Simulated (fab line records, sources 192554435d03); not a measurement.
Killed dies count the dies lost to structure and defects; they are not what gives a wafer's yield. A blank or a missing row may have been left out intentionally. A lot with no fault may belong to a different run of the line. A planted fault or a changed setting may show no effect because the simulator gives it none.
fab line records -- flow n5-finfet
[record] lots = 4, wafers = 12, last-day = 16
route steps=1938 shown BEOL_M1@833 BEOL_M2@841 BEOL_M4@1111 PASSIVATION@1936
lots that met no fault: taken from a fault-free run of the same line
start-h: start of the lot's first displayed wafer, in hours after the record's first day -- wait-h: hours from the lot's prior step to this one -- " identical to the entry in the row above -- L1.1+2: several wafers, shown together as one row -- - either no value or no given start -- * or withheld: withheld -- < > ~ a bound
route shown NAME@n: a module of which the file shows steps, and the number in the route of the first -- usual: mean/standard deviation of fault-free wafers -- same: alike in all rows -- chamber/n: place in a boat -- sites: readings site by site -- _std_site: how widely they spread, as a standard deviation -- _edge_site: inner sites' mean taken away from outer sites' mean -- radius-mm: how far each site lies from the wafer's centre -- mask NAME#n: copy n -- behind: the tool/chamber that last shaped the wafer -- hold: cause of the lot's hold/its duration in hours/its outcome -- device: the transistor (n, p or np) that didn't switch -- end of line: at the end of the route, the tests of the same wafers -- where a step has no rows: the recipe by itself -- killed: dies that structure and defects cost at the first sort, which is not the same as the wafer's yield -- map: dies across one wafer; x = killed, . = not, _ = none there
set.NAME: the run value of the setting; set.NAME@STEP: its run value at that earlier step -- model.NAME: the simulator's own value behind a step, which no gauge read
lots at some steps of the route; a table a step, a row a wafer
services: a tool's chamber out of use, with start hour (start-h, from the record's first day; less than 0 if before it), hours out, and reason
[[steps]]
[step N5_BEOL_M1_CMP_52]
[recipe] stop-on = SiOC, t-overpolish-s = 6.8, down-force-psi = 1, platen-rpm = 50, clearing-platen-down-force-psi = 1.5, clearing-platen-rpm = 50, post-cmp-clean = cu-alkaline, target-thk-nm = 40, clearing-platen-pad-velocity-m-s = 0.99484, pad-velocity-m-s = 0.99484
[step N5_BEOL_M1_PRE_CLEAN_60]
[recipe] gas = NH3/H2, time-s = 15, temp-c = *, rf-power-w = 300
[step N5_BEOL_M1_CO_CAP_55]
[recipe] material = Co, target-thk-a = 20, temp-c = 200, precursor = CCTBA/H2, pressure-torr = 30, time-s = 102.1
[step N5_BEOL_M1_PRE_CLEAN_56]
[recipe] gas = NH3, time-s = 15, temp-c = withheld, rf-power-w = 300
[step N5_BEOL_M1_DEP_57]
[recipe] material = SiCN, target-thk-a = 80, temp-c = withheld, precursor = 3MS/NH3, pressure-torr = 3, rf-w = 202, time-s = 14
[step N5_BEOL_M2_ILD_DEP_00]
[recipe] material = SiOC, target-thk-a = 790, temp-c = 350, precursor = DEMS/O2, pressure-torr = 5, rf-w = 500, time-s = 15.3
[step N5_BEOL_M2_PECVD_72]
[recipe] material = SiO2, target-thk-a = 160, temp-c = 400, precursor = TEOS/O2, pressure-torr = 5.5, rf-w = 450, teos-flow-sccm = 53.8, gas = O2, flow-sccm = 3000, time-s = 18
[step N5_BEOL_M2_HM_DEP_02]
[recipe] material = TiN, target-thk-a = 200, temp-c = 25, chamber-pressure-pa = 0.49996
[step N5_BEOL_M2_COAT_61]
[recipe] resist = SOC, temp-c = 250, time-s = 60, spin-rpm = 1500, resist-thk-nm = 60
[usual] exhaust-pa = 44.9/0.85, spin-speed-rpm = 1500.3/0.99
lot.wafer,tool,chamber,start-h,wait-h,exhaust-pa,spin-speed-rpm,model.SOC_of_BEOL_M2_COAT_61.thk-nm
L827.1,litho-track-01,0,164.29,0.1,46.0,1499.7,59.8
L827.2,litho-track-01,0,164.29,0.1,43.8,1499.3,60
L827.5,litho-track-01,0,164.29,0.1,44.8,1501.0,59.8
L836.2,litho-track-01,0,234.99,0.1,44.1,1811.5,54.6
L836.5,litho-track-01,0,234.99,0.1,44.4,1812.2,54.4
L836.6,litho-track-01,0,234.99,0.1,44.8,1812.2,54.4
L837.2,litho-track-01,0,235.21,0.1,45.9,1811.8,54.4
L837.3,litho-track-01,0,235.21,0.1,45.2,1811.6,54.6
L837.6,litho-track-01,0,235.21,0.1,45.3,1811.9,54.6
L839.1,litho-track-05,0,244.78,0.1,43.5,1500.2,60
L839.4,litho-track-05,0,244.78,0.1,43.8,1502.2,60.2
L839.5,litho-track-05,0,244.78,0.1,44.0,1499.6,60.2
[step N5_BEOL_M2_COAT_62]
[recipe] resist = SiARC, temp-c = 220, time-s = 60, spin-rpm = 1500, resist-thk-nm = 12
[step N5_BEOL_M2_COAT_73]
[recipe] resist = underlayer, temp-c = 205, time-s = 60, spin-rpm = 1500, resist-thk-nm = 5
[step N5_BEOL_M2_COAT_05]
[recipe] resist = CAR-EUV, spin-rpm = 1500, resist-thk-nm = 30
[step N5_BEOL_M2_EBR_07]
[recipe] solvent = PGMEA, ebr-width-mm = 1.5
[step N5_BEOL_M2_SOFTBAKE_06]
[recipe] temp-c = 110, time-s = 60, resist = CAR-EUV
[step N5_BEOL_M2_EXPOSE_08]
[recipe] mask-id = M2, na = 0.33, source-shape = dipole, sigma-inner = 0.369, sigma-outer = 0.767, polarization = unpolarized, dose-mj = 41.25
[step N5_BEOL_M2_PEB_09]
[recipe] peb-temp-c = 100, peb-time-s = 60, resist = CAR-EUV
[step N5_BEOL_M2_DEVELOP_10]
[recipe] develop-time-s = 30, developer = TMAH, resist = CAR-EUV, rinse-liquid = surfactant-rinse, dry = air-spin, dev-temp-c = 23
[step N5_BEOL_M2_DESCUM_16]
[recipe] chemistry = O2, time-s = 7, source-power-w = 50, bias-power-w = 20, pressure-mtorr = 20, rf-frequency-hz = 2.712e+07, temp-c = 40, resist = CAR-EUV, o2-flow-sccm = 225
[step N5_BEOL_M2_ETCH_74]
[recipe] chemistry = N2/H2, target = underlayer, target-depth-a = 65, mask-material = CAR-EUV, time-s = 5.2, ion-energy-ev = 200, pressure-mtorr = 30, source-w = 840, bias-w = 150, n2-flow-sccm = 200, h2-flow-sccm = 200, ends = cleared
[step N5_BEOL_M2_ETCH_63]
[recipe] chemistry = CF4, target = SiARC, target-depth-a = 156, mask-material = CAR-EUV, time-s = 26, ion-energy-ev = 80, pressure-mtorr = 40, source-w = 545, bias-w = 36, Ar_flow_sccm = 100, cf4-flow-sccm = 100, ends = cleared
[step N5_BEOL_M2_ETCH_64]
[recipe] chemistry = N2/H2, target = SOC, target-depth-a = 750, overetch-a = 225, mask-material = SiARC, temp-c = 40, time-s = 121.9, ion-energy-ev = 200, pressure-mtorr = 30, source-w = 840, bias-w = 150, n2-flow-sccm = 200, h2-flow-sccm = 200
[usual] drypump-motor-current-A = 5.8/0.47, h2-flow-sccm = 200.0/0.52, oes-product-au = 0.60/0.064, rf-vpp-V = 524.2/2.4, showerhead-plenum-p-Torr = 2.56/0.087, throttle-valve-pct = 17.76/0.23
lot.wafer,tool,chamber,start-h,wait-h,drypump-motor-current-A,h2-flow-sccm,oes-product-au,rf-hours-counter-h,rf-vpp-V,showerhead-plenum-p-Torr,throttle-valve-pct,model.etch.depth-nm
L827.1,rie-diel-03,1,164.91,0.0,5.3,199.9,0.64,67,523.9,2.58,17.50,59.89
L827.2,rie-diel-03,2,164.91,0.0,5.4,199.0,0.62,94,524.9,2.55,17.51,59.98
L827.5,rie-diel-03,1,164.91,0.0,5.3,200.3,0.64,-,524.0,2.59,17.51,59.79
L836.2,rie-diel-03,0,235.46,0.0,5.6,201.0,0.52,210,523.5,2.53,17.94,54.51
L836.5,rie-diel-03,1,235.46,0.0,5.3,200.2,0.59,-,525.1,2.57,17.55,54.35
L836.6,rie-diel-03,2,235.46,0.0,5.5,200.1,0.57,-,523.4,2.54,17.55,54.4
L837.2,rie-diel-03,2,235.80,0.0,5.4,200.0,0.56,120,523.0,2.54,17.57,54.38
L837.3,rie-diel-03,3,235.80,0.0,5.7,199.3,0.67,16,528.7,2.70,17.58,54.5
L837.6,rie-diel-03,2,235.80,0.0,5.4,199.8,0.56,-,524.2,2.54,17.55,54.51
L839.1,rie-diel-02,0,245.40,0.0,5.3,200.7,0.53,226,520.9,2.39,17.60,60.05
L839.4,rie-diel-02,1,245.40,0.0,6.2,200.8,0.53,-,523.8,2.62,17.91,60.19
L839.5,rie-diel-02,0,245.40,0.0,5.3,200.6,0.54,-,520.4,2.39,17.60,60.16
[step N5_BEOL_M2_STRIP_65]
[recipe] chemistry = N2/H2, temp-c = 40, n2-flow-sccm = 200, h2-flow-sccm = 200, rf-frequency-hz = 6e+07
[step N5_BEOL_M2_STRIP_75]
[recipe] chemistry = N2/H2, temp-c = 40, n2-flow-sccm = 200, h2-flow-sccm = 200, rf-frequency-hz = 6e+07
[step N5_BEOL_M2_STRIP_66]
[recipe] chemistry = CF4, resist = SiARC, power-w = 300, bias-power-w = 75, pressure-mtorr = 50, cf4-flow-sccm = 150, rf-frequency-hz = 6e+07
[step N5_BEOL_M2_HM_OPEN_17]
[recipe] chemistry = Cl2/BCl3, target-depth-a = 200, overetch-a = 60, target = TiN, mask-material = SOC, ion-energy-ev = 150, pressure-mtorr = 10, icp-w = 1000, bias-w = 126, Cl2_flow_sccm = 53.25, bcl3-flow-sccm = 21.75, Ar_flow_sccm = 25
[usual] drypump-motor-current-A = 5.9/0.44, oes_ar_750_au = 0.73/0.11, oes-product-au = 0.63/0.099, throttle-valve-pct = 22.15/0.23
lot.wafer,tool,chamber,start-h,wait-h,drypump-motor-current-A,oes_ar_750_au,oes-product-au,rf-hours-counter-h,throttle-valve-pct,model.SOC_of_BEOL_M2_COAT_61.thk-nm
L827.1,rie-metal-01,1,165.08,0.0,5.4,0.71,0.60,74,21.99,51.8
L827.2,rie-metal-01,0,165.08,0.0,5.5,0.61,0.53,122,22.27,52.4
L827.5,rie-metal-01,0,165.08,0.0,5.5,0.61,0.53,-,22.28,52.2
L836.2,rie-metal-01,1,235.67,0.1,5.4,0.72,0.60,-,21.99,46.6
L836.5,rie-metal-01,1,235.67,0.1,5.4,0.71,0.59,-,22.01,46.4
L836.6,rie-metal-01,1,235.67,0.1,5.4,0.71,0.59,-,22.02,46.4
L837.2,rie-metal-02,0,235.97,0.0,6.4,0.87,0.75,13,22.22,46.6
L837.3,rie-metal-02,0,235.97,0.0,6.3,0.87,0.75,-,22.22,46.8
L837.6,rie-metal-02,0,235.97,0.0,6.4,0.87,0.76,-,22.22,46.6
L839.1,rie-metal-02,1,245.58,0.0,6.4,0.61,0.54,114,21.93,52.4
L839.4,rie-metal-02,0,245.58,0.0,6.3,0.87,0.74,-,22.22,52.4
L839.5,rie-metal-02,0,245.58,0.0,6.4,0.87,0.74,-,22.23,52.4
[step N5_BEOL_M2_STRIP_19]
[recipe] chemistry = O2, power-w = 400, temp-c = 40, pressure-mtorr = 30, rf-frequency-hz = 6e+07, bias-power-w = 0, overash-fraction = 0.2, o2-flow-sccm = 225
[step N5_BEOL_M4_RC_MEAS_101]
[usual] DIBL_N = 35.8/1.6, DIBL_P = 36.0/1.9, IOFF_N = 0.151/0.029, IOFF_P = 0.21/0.037, ION_N = 673/12, ION_P = 463/7.3, SS_N = 71.5/0.58, SS_P = 73.2/0.61, VT_N = 251/3.3, VT_P = -250/3.3
lot.wafer,tool,chamber,start-h,wait-h,DIBL_N[mV/V],DIBL_P[mV/V],IOFF_N[nA/um],IOFF_P[nA/um],ION_N[uA/um],ION_P[uA/um],SS_N[mV/dec],SS_P[mV/dec],VT_N[mV],VT_P[mV]
L827.1,prober-01,0,206.16,0.0,37.8,38.1,0.176,0.20,681,459,71.8,73.8,249,-252
L827.2,prober-01,0,206.16,0.0,37.4,38.6,0.176,0.23,684,464,71.7,74.1,250,-248
L827.5,prober-01,0,206.16,0.0,37.0,37.6,0.179,0.20,680,463,71.6,73.7,246,-249
L836.2,prober-02,0,261.20,0.2,35.5,34.8,0.130,0.18,666,460,71.4,72.2,254,-253
L836.5,prober-02,0,261.20,0.2,37.9,37.1,0.165,0.21,673,459,71.2,73.7,249,-253
L836.6,prober-02,0,261.20,0.2,34.9,33.7,0.116,0.16,662,454,70.8,72.5,256,-257
L837.2,prober-02,0,276.70,0.2,34.7,35.4,0.137,0.19,669,464,71.5,72.5,251,-249
L837.3,prober-02,0,276.70,0.2,35.3,36.3,0.153,0.23,671,472,70.8,73.3,248,-247
L837.6,prober-02,0,276.70,0.2,35.1,35.7,0.133,0.20,669,466,70.8,72.7,254,-249
L839.1,prober-01,0,277.28,0.0,36.1,36.7,0.174,0.22,691,473,71.8,73.6,247,-252
L839.4,prober-01,0,277.28,0.0,33.0,32.3,0.112,0.16,659,455,70.5,72.4,255,-251
L839.5,prober-01,0,277.28,0.0,33.6,33.6,0.128,0.17,677,463,71.3,73.2,252,-251
[step N5_PASSIVATION_PROBE_49]
[usual] defect-limited-yield = 90.9/1.4, killed_at_M0_to_M3 = 37/12, killed_at_M4_up = 14/5.3, killed-at-contacts = 12/6.2, killed-at-front-end = 41/11, killed-at-other = 3.7/2.9, killed-dies = 107/17, killed-open = 71/12, killed-short = 34/7.9, sort_bin_5_function = 5.3/0.95, sort_bin_6_memory = 3.4/0.7, sort-n-pass = 1073/17, sort-yield-pct = 90.9/1.5
[same] gross-dies = 1180, killed-at-back-side = 0, sort_bin_4_leakage[%] = 0, sort_bin_8_speed[%] = 0
lot.wafer,tool,chamber,start-h,wait-h,defect-limited-yield[%],killed_at_M0_to_M3,killed_at_M4_up,killed-at-contacts,killed-at-front-end,killed-at-other,killed-dies,killed-open,killed-short,sort_bin_5_function[%],sort_bin_6_memory[%],sort-n-pass,sort-yield-pct[%]
L827.1,prober-01,-,313.20,0.0,92.4,21,11,7,48,3,90,61,28,4.4,3.0,1090,92.4
L827.2,prober-01,-,313.25,0.1,91.3,35,11,10,44,3,103,61,41,5.1,3.0,1077,91.3
L827.5,prober-01,-,313.40,0.2,91.2,29,13,13,41,8,104,69,33,5.9,2.6,1076,91.2
// killed by level:class
L827.1 DUMMY_GATE:geometric-particle:open=16 STI_FIN_REVEAL:geometric-particle:open=8 MOL_CONTACT_COAG:geometric-particle:open=6 BEOL_M1:geometric-particle:open=6 DUMMY_GATE:geometric-particle:short=5 FIN_SAQP:geometric-particle:open=4 BEOL_M1:geometric-particle:short=4 BEOL_M5:geometric-particle:open=4
L827.2 DUMMY_GATE:geometric-particle:open=11 BEOL_M1:geometric-particle:open=9 GATE_CUT:geometric-particle:short=8 MOL_CONTACT_COAG:geometric-particle:open=8 BEOL_M0_SAQP:geometric-particle:short=7 GATE_CUT:geometric-particle:open=6 BEOL_M3:geometric-particle:open=6 DUMMY_GATE:geometric-particle:short=5
L827.5 DUMMY_GATE:geometric-particle:open=16 MOL_CONTACT_COAG:geometric-particle:open=9 BEOL_M1:geometric-particle:open=8 PASS1_CAP:geometric-particle:open=5 BEOL_M3:geometric-particle:short=5 BEOL_M5:geometric-particle:open=5 GATE_CUT:geometric-particle:short=4 MOL_CONTACT_COAG:geometric-particle:short=4
[[services]]
tool,chamber,start-h,hours,kind
rie-diel-02,-,145.40,4.3,pm
rie-diel-03,3,158.12,-,clean
rie-diel-03,3,158.12,-,consumable-replace:focus-ring
rie-diel-03,3,158.12,-,consumable-replace:showerhead
rie-diel-03,3,158.12,16.4,scheduled-down
rie-diel-03,3,158.12,16.4,vent-cycle
rie-diel-02,-,163.03,3.2,repair
rie-metal-01,-,171.73,28.1,pm
rie-diel-03,3,189.80,9.6,repair
rie-diel-03,-,219.02,2.8,pm
rie-metal-01,0,227.65,-,clean
rie-metal-01,0,227.65,16.5,scheduled-down
rie-metal-01,0,227.65,16.5,vent-cycle
rie-diel-02,2,241.92,-,clean
rie-diel-02,2,241.92,-,consumable-replace:focus-ring
rie-diel-02,2,241.92,31.1,scheduled-down
rie-diel-02,2,241.92,31.1,vent-cycle
[[key]]
[first-sign] step = N5_BEOL_M2_COAT_61, reading = spin-speed-rpm, direction = up, sigmas = 99+, usual = *, struck = *
effect none on later readings
[model-effect] step = N5_BEOL_M2_COAT_61, value = SOC_of_BEOL_M2_COAT_61.thk-nm, without = 59.87, struck = 54.5
[model-effect] step = N5_BEOL_M2_ETCH_64, value = etch.depth-nm, without = 59.83, struck = 54.44
[model-effect] step = N5_BEOL_M2_HM_OPEN_17, value = SOC_of_BEOL_M2_COAT_61.thk-nm, without = 51.97, struck = 46.57
met-at N5_BEOL_M2_COAT_61
struck-wafers L836.2,L836.5,L836.6,L837.2,L837.3,L837.6
onset-between 164.29 234.99
[fault] kind = process-parameter-drift, tool = litho-track-01, chamber = -, onset-h = 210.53, steps = N5_BEOL_M2_COAT_61, channel = spin-rpm, offset = *, shape = step, end-h = 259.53, acts-in = *, stated = *
